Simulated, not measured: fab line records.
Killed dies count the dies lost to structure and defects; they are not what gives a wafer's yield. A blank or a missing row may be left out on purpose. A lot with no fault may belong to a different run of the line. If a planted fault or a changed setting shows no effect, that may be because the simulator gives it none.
fab line records	flow n5Finfet
record: lots: 10	wafers: 30	lastDay: 17
route steps=1938 shown BEOL_M6@1228 PASSIVATION@1936
lots untouched by any fault: they come from a run of this same line in which no faults occurred
startH: hours from the record's first day to the start of the lot's first wafer shown	waitH: hours elapsed since this lot's preceding step	" same as the row above	L1.1+2: several wafers, shown together as one row	- value missing, or start not given	* or withheld: withheld	< > ~ a bound
route shown NAME@n: NAME is a module with steps in the file, n the number in the route of the first one	usual: mean and standard deviation over wafers with no fault	same: alike in all rows	chamber/n: place in a boat	sites: per-site readings	_std_site: standard deviation across them	_edge_site: inner sites' mean taken away from outer sites' mean	radiusMm: for every site, how far away it sits from the centre of the wafer	mask NAME#n: copy n	behind: the last tool/chamber to shape the wafer	hold: why the lot was held/for how many hours/how that ended	device: names the non-switching transistor (n, p or np)	end of line: tests run on the same wafers once the route is complete	step lacking rows: just its recipe	killed: dies that structure and defects cost at the first sort, which is not the same as the wafer's yield	map: a wafer's dies, marking killed ones x, the rest . and places with no die _
set.NAME: the setting the step ran with; set.NAME@STEP: the setting that earlier step ran with	model.NAME: the simulator's own value behind a step, which no gauge read
steps of the route over a sample of lots; a table a step, a row a wafer
services: when a tool's chamber went out of use (startH, in hours from the record's first day, below 0 if earlier), for how many hours, and the reason
== steps ==
step: N5_BEOL_M6_OVL_MEAS_29
recipe: pointsPerWafer: 522
usual: V5_OVL: -0.2/0.6
lot.wafer	tool	chamber	startH	waitH	V5_OVL[nm]
L322.3	overlay-01	0	200.36	0.0	-0.2
L322.5	"	0	"	"	-0.6
L322.6	"	0	"	"	0.0
L325.1	overlay-01	0	208.61	0.0	0.2
L325.3	"	0	"	"	0.2
L325.5	"	0	"	"	0.0
L332.2	overlay-01	0	254.40	0.0	-0.8
L332.5	"	0	"	"	-0.6
L332.6	"	0	"	"	0.1
L333.3	overlay-01	0	258.23	0.0	0.4
L333.4	"	0	"	"	0.2
L333.6	"	0	"	"	0.3
L338.1	overlay-01	0	285.05	0.0	-0.3
L338.2	"	0	"	"	-0.5
L338.6	"	0	"	"	-0.1
L340.2	overlay-01	0	297.58	0.0	0.1
L340.3	"	0	"	"	0.9
L340.6	"	0	"	"	-0.6
L339.1	overlay-02	0	298.90	0.0	0.4
L339.2	"	0	"	"	-0.5
L339.3	"	0	"	"	0.2
L342.1	overlay-01	0	310.05	0.0	0.1
L342.2	"	0	"	"	-0.6
L342.6	"	0	"	"	-1.0
L344.2	overlay-01	0	318.22	0.0	0.3
L344.5	"	0	"	"	0.9
L344.6	"	0	"	"	0.4
L345.4	overlay-02	0	322.48	0.0	-1.0
L345.5	"	0	"	"	-0.8
L345.6	"	0	"	"	-1.0
step: N5_BEOL_M6_ETCH_72
recipe: chemistry: N2/H2	target: underlayer	targetDepthA: 65	maskMaterial: CAR-EUV	timeS: 5.2	ionEnergyEv: 200	pressureMtorr: 30	sourceW: 840	biasW: 150	n2FlowSccm: 200	h2FlowSccm: 200	ends: cleared
usual: drypumpMotorCurrentA: 5.9/0.47	etchRfOnTimeS: 5.28/0.09	oesProductAu: 0.65/0.068	rfVppV: 523.8/2.8	showerheadPlenumPTorr: 2.55/0.09	throttleValvePct: 17.77/0.29
lot.wafer	tool	chamber	startH	waitH	drypumpMotorCurrentA	etchRfOnTimeS	oesProductAu	rfHoursCounterH	rfVppV	showerheadPlenumPTorr	throttleValvePct
L322.3	rieDiel-01	3	200.47	0.0	5.2	5.27	0.68	71	524.7	2.69	17.68
L322.5	"	3	"	"	5.2	5.29	0.68	-	524.7	2.69	17.69
L322.6	"	0	"	"	5.5	5.22	0.81	-	525.2	2.61	17.21
L325.1	rieDiel-05	0	208.78	0.0	5.2	5.41	0.59	232	526.4	2.61	17.98
L325.3	"	3	"	"	5.4	5.36	0.61	201	523.3	2.53	18.05
L325.5	"	0	"	"	5.2	5.38	0.59	-	523.2	2.61	17.97
L332.2	rieDiel-01	3	254.93	0.0	5.1	5.30	0.66	90	526.6	2.68	17.71
L332.5	"	2	"	"	5.4	5.19	0.68	-	529.4	2.67	17.67
L332.6	"	3	"	"	5.1	5.36	0.66	-	527.3	2.68	17.70
L333.3	rieDiel-01	3	258.41	0.0	5.1	5.34	0.66	92	529.1	2.68	17.72
L333.4	"	2	"	"	5.4	5.20	0.67	103	527.9	2.67	17.67
L333.6	"	0	"	"	5.5	5.28	0.77	-	524.0	2.60	17.25
L338.1	rieDiel-03	0	285.29	0.0	6.3	5.25	0.72	63	524.7	2.47	17.68
L338.2	"	3	"	"	6.3	5.21	0.63	165	519.7	2.42	17.75
L338.6	"	2	"	"	6.6	5.37	0.58	-	526.9	2.61	18.34
L340.2	rieDiel-03	0	297.70	0.0	6.3	5.29	0.70	68	523.1	2.46	17.68
L340.3	"	3	"	"	6.2	5.27	0.63	170	519.3	2.42	17.72
L340.6	"	1	"	"	5.7	5.28	0.64	-	527.7	2.64	17.44
L339.1	rieDiel-03	0	299.03	0.0	6.3	5.27	0.71	69	523.5	2.46	17.66
L339.2	"	3	"	"	6.3	5.21	0.63	170	520.9	2.42	17.72
L339.3	"	1	"	"	5.7	5.30	0.64	143	525.8	2.64	17.42
L342.1	rieDiel-03	2	310.59	0.0	6.6	5.35	0.57	253	525.2	2.61	18.35
L342.2	"	0	"	"	6.3	5.21	0.71	72	521.0	2.46	17.66
L342.6	"	2	"	"	6.6	5.27	0.57	-	524.9	2.61	18.32
L344.2	rieDiel-03	0	318.37	0.0	6.3	5.30	0.71	75	521.8	2.46	17.72
L344.5	"	0	"	"	6.3	5.27	0.69	-	519.3	2.46	17.68
L344.6	"	3	"	"	6.3	5.26	0.63	-	521.5	2.42	17.72
L345.4	rieDiel-03	0	323.08	0.0	6.3	5.20	0.70	-	522.3	2.46	17.67
L345.5	"	1	"	"	5.7	5.23	0.64	-	524.0	2.64	17.46
L345.6	"	3	"	"	6.3	5.12	0.63	-	521.8	2.42	17.73
step: N5_BEOL_M6_ETCH_41
recipe: chemistry: CH3F/O2	target: SiCN	targetDepthA: 297	taperDeg: 2	timeS: 52	ionEnergyEv: 120	maskMaterial: TiN	pressureMtorr: 30	sourceW: 395	biasW: 75	Ar_flow_sccm: 150	CH3F_flow_sccm: 30	O2_flow_sccm: 20
usual: CH3F_flow_sccm: 29.99/0.091	drypumpMotorCurrentA: 5.9/0.47	oesProductAu: 0.76/0.079	rfVppV: 297.4/1.8	showerheadPlenumPTorr: 2.01/0.071	throttleValvePct: 16.26/0.25
lot.wafer	tool	chamber	startH	waitH	CH3F_flow_sccm	drypumpMotorCurrentA	oesProductAu	rfHoursCounterH	rfVppV	showerheadPlenumPTorr	throttleValvePct
L322.3	rieDiel-01	3	-	-	30.05	5.1	0.79	71	297.7	2.11	16.00
L322.5	"	3	"	"	30.07	5.1	0.80	-	298.8	2.11	16.00
L322.6	"	0	"	"	30.03	5.5	0.97	-	298.5	2.04	15.70
L325.1	rieDiel-05	0	-	-	29.99	5.2	0.70	232	300.3	2.06	16.45
L325.3	"	3	"	"	30.07	5.4	0.71	202	295.8	1.98	16.50
L325.5	"	0	"	"	29.91	5.2	0.69	-	300.2	2.06	16.47
L332.2	rieDiel-01	3	-	-	29.90	5.1	0.77	91	299.9	2.10	16.04
L332.5	"	2	"	"	29.92	5.3	0.78	-	300.3	2.11	16.12
L332.6	"	3	"	"	29.93	5.1	0.78	-	299.4	2.10	16.04
L333.3	rieDiel-01	3	-	-	30.07	5.1	0.77	92	299.3	2.10	16.03
L333.4	"	2	"	"	30.06	5.4	0.79	103	300.5	2.11	16.11
L333.6	"	0	"	"	29.88	5.5	0.91	-	298.8	2.04	15.72
L338.1	rieDiel-03	0	-	-	30.01	6.3	0.83	64	297.9	1.94	16.21
L338.2	"	3	"	"	29.94	6.3	0.75	165	296.6	1.91	16.29
L338.6	"	2	"	"	29.95	6.6	0.67	-	297.6	2.05	16.71
L340.2	rieDiel-03	0	-	-	29.93	6.3	0.83	68	296.9	1.94	16.21
L340.3	"	3	"	"	30.06	6.3	0.74	170	296.6	1.91	16.30
L340.6	"	1	"	"	30.07	5.7	0.74	-	298.8	2.09	16.08
L339.1	rieDiel-03	0	-	-	29.95	6.3	0.84	69	294.5	1.94	16.22
L339.2	"	3	"	"	30.05	6.3	0.76	170	296.8	1.91	16.30
L339.3	"	1	"	"	30.03	5.7	0.76	143	299.4	2.09	16.08
L342.1	rieDiel-03	2	-	-	29.92	6.6	0.67	254	298.1	2.05	16.71
L342.2	"	0	"	"	29.85	6.3	0.83	72	296.2	1.94	16.22
L342.6	"	2	"	"	29.85	6.6	0.67	-	297.9	2.05	16.71
L344.2	rieDiel-03	0	-	-	29.83	6.3	0.82	75	294.6	1.94	16.25
L344.5	"	0	"	"	29.95	6.3	0.82	-	295.0	1.94	16.22
L344.6	"	3	"	"	29.99	6.3	0.74	-	295.8	1.91	16.32
L345.4	rieDiel-03	0	-	-	29.93	6.3	0.82	-	294.6	1.94	16.24
L345.5	"	1	"	"	29.91	5.7	0.75	-	298.3	2.09	16.12
L345.6	"	3	"	"	29.96	6.3	0.74	-	293.9	1.91	16.34
step: N5_BEOL_M6_HM_STRIP_39
recipe: chemistry: peroxideTinStrip	material: TiN	targetDepthA: 250	tempC: 50	timeS: 158
usual: bathGuardTempC: 50.0/0.42	bathHeatDutyPct: 7.2/0.77
lot.wafer	tool	chamber	startH	waitH	bathGuardTempC	bathHeatDutyPct
L322.3	wetBench-04	7	200.95	0.1	50.0	5.6
L322.5	"	4	"	"	50.5	7.8
L322.6	"	3	"	"	49.9	7.8
L325.1	wetBench-03	4	209.31	0.1	49.6	7.6
L325.3	"	7	"	"	50.6	6.7
L325.5	"	0	"	"	49.7	7.5
L332.2	wetBench-02	1	255.36	0.0	50.4	7.5
L332.5	"	7	"	"	50.1	7.2
L332.6	"	3	"	"	50.2	8.3
L333.3	wetBench-03	4	258.83	0.0	49.6	8.4
L333.4	"	5	"	"	49.3	7.6
L333.6	"	6	"	"	50.1	7.1
L338.1	wetBench-02	3	285.71	0.0	-	-
L338.2	"	7	"	"	-	-
L338.6	"	0	"	"	-	-
L340.2	wetBench-03	4	298.13	0.0	-	-
L340.3	"	5	"	"	-	-
L340.6	"	0	"	"	-	-
L339.1	wetBench-02	3	299.45	0.0	-	-
L339.2	"	1	"	"	-	-
L339.3	"	6	"	"	-	-
L342.1	wetBench-02	6	311.02	0.0	50.0	6.6
L342.2	"	1	"	"	50.7	8.0
L342.6	"	2	"	"	50.4	8.0
L344.2	wetBench-04	4	318.79	0.0	50.4	7.6
L344.5	"	6	"	"	49.9	7.3
L344.6	"	3	"	"	50.2	6.8
L345.4	wetBench-03	5	323.49	0.0	49.4	6.6
L345.5	"	1	"	"	49.8	7.3
L345.6	"	3	"	"	49.6	6.9
step: N5_BEOL_M6_CMP_52
recipe: stopOn: SiCOH_lowk	tOverpolishS: 6.9	downForcePsi: 1	platenRpm: 50	clearingPlatenDownForcePsi: 1.5	clearingPlatenRpm: 50	postCmpClean: cuAlkaline	targetThkNm: 80	clearingPlatenPadVelocityMS: 0.99484	padVelocityMS: 0.99484
usual: barrierFieldEndpointS: 29.4/0.67	motorCurrentA: 6.0/0.51	slurryFlowMlMin: 150.0/0.43
lot.wafer	tool	chamber	startH	waitH	barrierFieldEndpointS	motorCurrentA	slurryFlowMlMin
L322.3	cmp-03	0	203.05	0.2	28.4	6.7	149.2
L322.5	"	0	"	"	29.4	6.8	149.7
L322.6	"	1	"	"	29.2	6.8	150.0
L325.1	cmp-03	2	212.18	0.3	29.0	5.6	149.7
L325.3	"	3	"	"	29.4	5.7	149.5
L325.5	"	3	"	"	29.3	5.9	150.3
L332.2	cmp-03	0	258.97	0.3	28.7	6.4	149.7
L332.6	"	2	"	"	29.8	5.6	149.6
L332.5	"	3	"	"	29.2	5.7	151.1
L333.3	cmp-04	2	262.90	0.2	29.0	5.9	149.6
L333.4	"	0	"	"	29.6	5.6	149.5
L333.6	"	2	"	"	30.2	5.6	150.2
L338.1	cmp-04	1	288.11	0.3	38.3	6.6	149.7
L338.2	"	2	"	"	38.0	5.5	150.3
L338.6	"	1	"	"	39.2	6.0	150.2
L340.2	cmp-03	0	300.50	0.3	36.7	6.5	150.5
L340.3	"	1	"	"	37.3	6.6	150.6
L340.6	"	2	"	"	36.5	6.0	149.9
L339.3	cmp-03	1	302.76	0.2	36.5	6.8	150.4
L339.1	"	3	"	"	36.6	6.0	150.3
L339.2	"	0	"	"	35.3	6.9	149.8
L342.1	cmp-02	3	314.09	0.4	28.3	5.7	150.1
L342.2	"	2	"	"	28.8	5.0	149.6
L342.6	"	0	"	"	29.5	6.0	149.7
L344.2	cmp-04	2	322.36	0.4	28.5	5.6	150.6
L344.5	"	2	"	"	28.8	5.6	149.8
L344.6	"	3	"	"	29.4	6.3	149.5
L345.4	cmp-02	2	326.94	0.1	30.2	5.1	150.3
L345.5	"	2	"	"	30.4	5.0	150.2
L345.6	"	3	"	"	30.6	5.9	149.6
step: N5_PASSIVATION_PROBE_49
usual: defectLimitedYield: 91.0/1.5	killed_at_M0_to_M3: 36/12	killed_at_M4_up: 14/5.5	killedAtContacts: 11/4.8	killedAtFrontEnd: 42/12	killedAtOther: 3.7/2.7	killedDies: 106/18	killedOpen: 70/13	killedShort: 35/8.2	sort_bin_5_function: 5.3/1	sort_bin_6_memory: 3.3/0.69	sortNPass: 1074/18	sortYieldPct: 91.0/1.5
same: grossDies: 1180	killedAtBackSide: 0	sort_bin_4_leakage[%]: 0	sort_bin_8_speed[%]: 0
lot.wafer	tool	chamber	startH	waitH	defectLimitedYield[%]	killed_at_M0_to_M3	killed_at_M4_up	killedAtContacts	killedAtFrontEnd	killedAtOther	killedDies	killedOpen	killedShort	sort_bin_5_function[%]	sort_bin_6_memory[%]	sortNPass	sortYieldPct[%]
L322.3	prober-02	-	291.54	0.1	91.9	21	24	13	36	2	96	59	33	4.8	3.0	1084	91.9
L322.5	prober-02	-	291.64	0.2	90.4	38	13	13	49	0	113	74	38	5.5	3.6	1067	90.4
L322.6	prober-02	-	291.69	0.3	92.7	23	20	11	30	2	86	61	24	4.3	2.7	1094	92.7
L332.5	prober-01	-	340.01	0.2	91.1	54	11	3	35	2	105	61	44	4.7	3.9	1075	91.1
L332.6	prober-01	-	340.06	0.3	91.9	41	10	8	34	3	96	56	40	3.6	4.0	1084	91.9
L333.3	prober-02	-	348.21	0.5	93.6	24	13	10	26	2	75	54	21	3.3	2.9	1105	93.6
L333.4	prober-02	-	348.26	0.6	89.8	32	20	7	57	4	120	76	44	6.2	3.6	1060	89.8
L333.6	prober-02	-	348.36	0.7	91.9	24	24	8	37	2	95	61	32	4.8	3.0	1085	91.9
L338.1	prober-02	-	361.67	0.0	88.3	46	20	15	54	3	138	95	43	5.9	5.1	1042	88.3
L338.2	prober-02	-	361.72	0.1	88.3	43	19	7	64	5	138	88	49	6.9	4.2	1042	88.3
L338.6	prober-02	-	361.92	0.3	88.4	36	23	7	63	8	137	97	40	7.1	4.2	1043	88.4
L340.2	prober-01	-	379.83	0.1	90.7	31	15	11	53	0	110	72	37	5.4	3.4	1070	90.7
L340.3	prober-01	-	379.88	0.1	89.7	41	15	3	54	8	121	71	50	5.7	4.2	1059	89.7
L340.6	prober-01	-	380.03	0.3	90.1	36	14	12	54	1	117	72	43	6.4	3.3	1063	90.1
L339.1	prober-02	-	382.26	0.0	90.4	34	21	12	43	3	113	75	35	5.3	4.1	1067	90.4
L339.2	prober-02	-	382.31	0.1	91.8	18	20	10	46	3	97	64	33	4.7	3.1	1083	91.8
L339.3	prober-02	-	382.36	0.1	93.5	14	13	12	34	4	77	51	26	3.2	2.9	1103	93.5
L342.1	prober-01	-	401.25	0.0	91.7	48	13	3	31	3	98	63	35	5.8	2.4	1082	91.7
L342.2	prober-01	-	401.30	0.1	90.8	31	8	7	61	1	108	64	42	4.8	4.1	1072	90.8
L342.6	prober-01	-	401.50	0.3	87.5	56	17	8	63	4	148	103	44	7.9	4.2	1032	87.5
killed by level:class
L322.3 BEOL_M4:geometricParticle:open=12 MOL_CONTACT_COAG:geometricParticle:open=11 FIN_SAQP:geometricParticle:short=10 BEOL_M0_SAQP:geometricParticle:open=7 FIN_SAQP:geometricParticle:open=6 BEOL_M0_SAQP:geometricParticle:short=6 DUMMY_GATE:geometricParticle:open=5 STI_FIN_REVEAL:geometricParticle:open=3
L322.5 FIN_SAQP:geometricParticle:open=15 BEOL_M1:geometricParticle:open=12 FIN_SAQP:geometricParticle:short=11 MOL_CONTACT_COAG:geometricParticle:open=11 BEOL_M0_SAQP:geometricParticle:short=10 BEOL_M0_SAQP:geometricParticle:open=6 BEOL_M2:geometricParticle:open=5 BEOL_M4:geometricParticle:open=5
L322.6 BEOL_M4:geometricParticle:open=12 MOL_CONTACT_COAG:geometricParticle:open=10 BEOL_M1:geometricParticle:open=7 BEOL_M0_SAQP:geometricParticle:open=6 STI_FIN_REVEAL:geometricParticle:open=5 BEOL_M0_SAQP:geometricParticle:short=5 FIN_SAQP:geometricParticle:open=4 DUMMY_GATE:geometricParticle:open=4
L332.5 BEOL_M0_SAQP:geometricParticle:short=23 BEOL_M0_SAQP:geometricParticle:open=14 FIN_SAQP:geometricParticle:open=13 STI_FIN_REVEAL:geometricParticle:open=6 BEOL_M3:geometricParticle:open=6 BEOL_M2:geometricParticle:short=5 DUMMY_GATE:geometricParticle:open=4 FIN_SAQP:geometricParticle:short=3
L332.6 BEOL_M0_SAQP:geometricParticle:short=12 GATE_CUT:geometricParticle:short=10 BEOL_M2:geometricParticle:open=9 FIN_SAQP:geometricParticle:open=8 BEOL_M0_SAQP:geometricParticle:open=8 MOL_CONTACT_COAG:geometricParticle:open=6 STARTING-WAFER:geometricParticle:short=4 BEOL_M11:geometricParticle:open=4
L333.3 BEOL_M0_SAQP:geometricParticle:open=10 MOL_CONTACT_COAG:geometricParticle:open=8 BEOL_M0_SAQP:geometricParticle:short=8 FIN_SAQP:geometricParticle:open=5 STI_FIN_REVEAL:geometricParticle:open=5 FIN_SAQP:geometricParticle:short=4 STARTING-WAFER:geometricParticle:open=4 DUMMY_GATE:geometricParticle:open=3
L333.4 STI_FIN_REVEAL:geometricParticle:open=13 FIN_SAQP:geometricParticle:open=11 BEOL_M0_SAQP:geometricParticle:short=11 BEOL_M4:geometricParticle:open=9 BEOL_M2:geometricParticle:open=9 BEOL_M0_SAQP:geometricParticle:open=8 FIN_SAQP:geometricParticle:short=7 DUMMY_GATE:geometricParticle:open=7
L333.6 BEOL_M4:geometricParticle:open=15 STI_FIN_REVEAL:geometricParticle:open=7 BEOL_M0_SAQP:geometricParticle:open=6 BEOL_M1:geometricParticle:open=6 FIN_SAQP:geometricParticle:short=5 MOL_CONTACT_COAG:geometricParticle:open=5 BEOL_M1:geometricParticle:short=5 STI_FIN_REVEAL:geometricParticle:short=4
L338.1 FIN_SAQP:geometricParticle:short=15 MOL_CONTACT_COAG:geometricParticle:open=15 STI_FIN_REVEAL:geometricParticle:open=12 BEOL_M0_SAQP:geometricParticle:open=12 BEOL_M0_SAQP:geometricParticle:short=10 FIN_SAQP:geometricParticle:open=9 BEOL_M1:geometricParticle:open=9 BEOL_M4:geometricParticle:open=6
L338.2 BEOL_M0_SAQP:geometricParticle:open=15 BEOL_M4:geometricParticle:open=12 FIN_SAQP:geometricParticle:short=11 BEOL_M0_SAQP:geometricParticle:short=10 STI_FIN_REVEAL:geometricParticle:open=9 FIN_SAQP:geometricParticle:open=8 DUMMY_GATE:geometricParticle:open=8 MOL_CONTACT_COAG:geometricParticle:open=7
L338.6 FIN_SAQP:geometricParticle:open=14 STI_FIN_REVEAL:geometricParticle:open=14 BEOL_M0_SAQP:geometricParticle:short=12 DUMMY_GATE:geometricParticle:open=11 BEOL_M4:geometricParticle:open=8 BEOL_M0_SAQP:geometricParticle:open=7 MOL_CONTACT_COAG:geometricParticle:open=6 BEOL_M3:geometricParticle:open=6
L340.2 STI_FIN_REVEAL:geometricParticle:open=11 FIN_SAQP:geometricParticle:open=10 MOL_CONTACT_COAG:geometricParticle:open=9 BEOL_M0_SAQP:geometricParticle:short=9 FIN_SAQP:geometricParticle:short=8 BEOL_M1:geometricParticle:open=7 STI_FIN_REVEAL:geometricParticle:short=6 BEOL_M4:geometricParticle:open=6
L340.3 STI_FIN_REVEAL:geometricParticle:open=15 BEOL_M0_SAQP:geometricParticle:short=9 FIN_SAQP:geometricParticle:open=8 FIN_SAQP:geometricParticle:short=8 BEOL_M2:geometricParticle:short=8 DUMMY_GATE:geometricParticle:open=7 BEOL_M0_SAQP:geometricParticle:open=7 GATE_CUT:geometricParticle:short=6
L340.6 FIN_SAQP:geometricParticle:short=12 FIN_SAQP:geometricParticle:open=11 GATE_CUT:geometricParticle:short=10 MOL_CONTACT_COAG:geometricParticle:open=10 STI_FIN_REVEAL:geometricParticle:open=8 BEOL_M0_SAQP:geometricParticle:short=7 BEOL_M3:geometricParticle:open=7 BEOL_M0_SAQP:geometricParticle:open=6
L339.1 FIN_SAQP:geometricParticle:open=14 BEOL_M3:geometricParticle:open=12 FIN_SAQP:geometricParticle:short=11 BEOL_M4:geometricParticle:open=9 MOL_CONTACT_COAG:geometricParticle:open=8 BEOL_M0_SAQP:geometricParticle:open=6 BEOL_M0_SAQP:geometricParticle:short=6 STARTING-WAFER:geometricParticle:short=6
L339.2 FIN_SAQP:geometricParticle:open=13 DUMMY_GATE:geometricParticle:open=9 MOL_CONTACT_COAG:geometricParticle:open=9 BEOL_M4:geometricParticle:open=7 FIN_SAQP:geometricParticle:short=6 STI_FIN_REVEAL:geometricParticle:open=6 BEOL_M0_SAQP:geometricParticle:short=5 GATE_CUT:geometricParticle:short=4
L339.3 MOL_CONTACT_COAG:geometricParticle:open=12 BEOL_M4:geometricParticle:open=8 FIN_SAQP:geometricParticle:open=7 GATE_CUT:geometricParticle:short=5 FIN_SAQP:geometricParticle:short=4 DUMMY_GATE:geometricParticle:open=4 BEOL_M0_SAQP:geometricParticle:short=4 BEOL_M2:geometricParticle:open=4
L342.1 BEOL_M0_SAQP:geometricParticle:short=14 FIN_SAQP:geometricParticle:open=10 STI_FIN_REVEAL:geometricParticle:open=7 BEOL_M1:geometricParticle:open=7 BEOL_M4:geometricParticle:open=6 BEOL_M3:geometricParticle:open=6 FIN_SAQP:geometricParticle:short=5 BEOL_M0_SAQP:geometricParticle:open=5
L342.2 FIN_SAQP:geometricParticle:open=16 FIN_SAQP:geometricParticle:short=14 STI_FIN_REVEAL:geometricParticle:open=11 BEOL_M0_SAQP:geometricParticle:short=9 BEOL_M0_SAQP:geometricParticle:open=6 BEOL_M4:geometricParticle:open=5 BEOL_M0:geometricParticle:open=4 MOL_CONTACT_COAG:geometricParticle:open=4
L342.6 FIN_SAQP:geometricParticle:open=18 STI_FIN_REVEAL:geometricParticle:open=14 BEOL_M2:geometricParticle:open=14 BEOL_M0_SAQP:geometricParticle:open=10 BEOL_M4:geometricParticle:open=10 FIN_SAQP:geometricParticle:short=8 BEOL_M0_SAQP:geometricParticle:short=7 DUMMY_GATE:geometricParticle:open=6
== services ==
tool	chamber	startH	hours	kind
cmp-04	-	195.87	0.9	repair
rieDiel-05	1	202.25	-	clean
rieDiel-05	1	202.25	-	consumableReplace:focusRing
rieDiel-05	1	202.25	14.5	scheduledDown
cmp-02	-	214.94	0.6	repair
wetBench-03	-	215.57	4.4	pm
wetBench-03	-	224.94	1.7	repair
rieDiel-01	0	225.59	5.0	repair
rieDiel-01	1	246.01	6.7	repair
cmp-02	-	246.27	2.4	repair
cmp-03	-	262.13	4.7	pm
cmp-03	-	276.42	4.0	pm
cmp-03	-	280.42	-	consumableReplace:conditioner
cmp-03	-	280.42	-	consumableReplace:pad
cmp-04	-	281.58	5.7	pm
wetBench-02	-	287.94	8.9	repair
rieDiel-01	1	300.08	2.1	repair
rieDiel-03	-	306.71	2.8	pm
cmp-02	-	311.51	1.6	repair
rieDiel-03	2	315.09	11.2	repair
rieDiel-03	2	326.38	-	clean
rieDiel-03	2	326.38	-	consumableReplace:focusRing
rieDiel-03	2	326.38	17.9	scheduledDown
rieDiel-03	2	326.38	17.9	ventCycle
== key ==
firstSign: step: N5_BEOL_M6_HM_STRIP_39	reading: toolRecord	direction: missing
effect: step: N5_BEOL_M6_CMP_52	reading: barrierFieldEndpointS	direction: up	sigmas: 12	usual: 29.4	struck: 37.2
metAt N5_BEOL_M6_HM_STRIP_39
struckLots L338,L339,L340
notActingAt N5_BEOL_M6_OVL_MEAS_29,N5_BEOL_M6_ETCH_72,N5_BEOL_M6_ETCH_41
onsetBetween 258.83 285.71
fault: kind: skippedStepWhole	tool: wetBench-02,wetBench-03	chamber: -	onsetH: 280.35	steps: N5_BEOL_M6_HM_STRIP_39	scope: struckLotsOnly
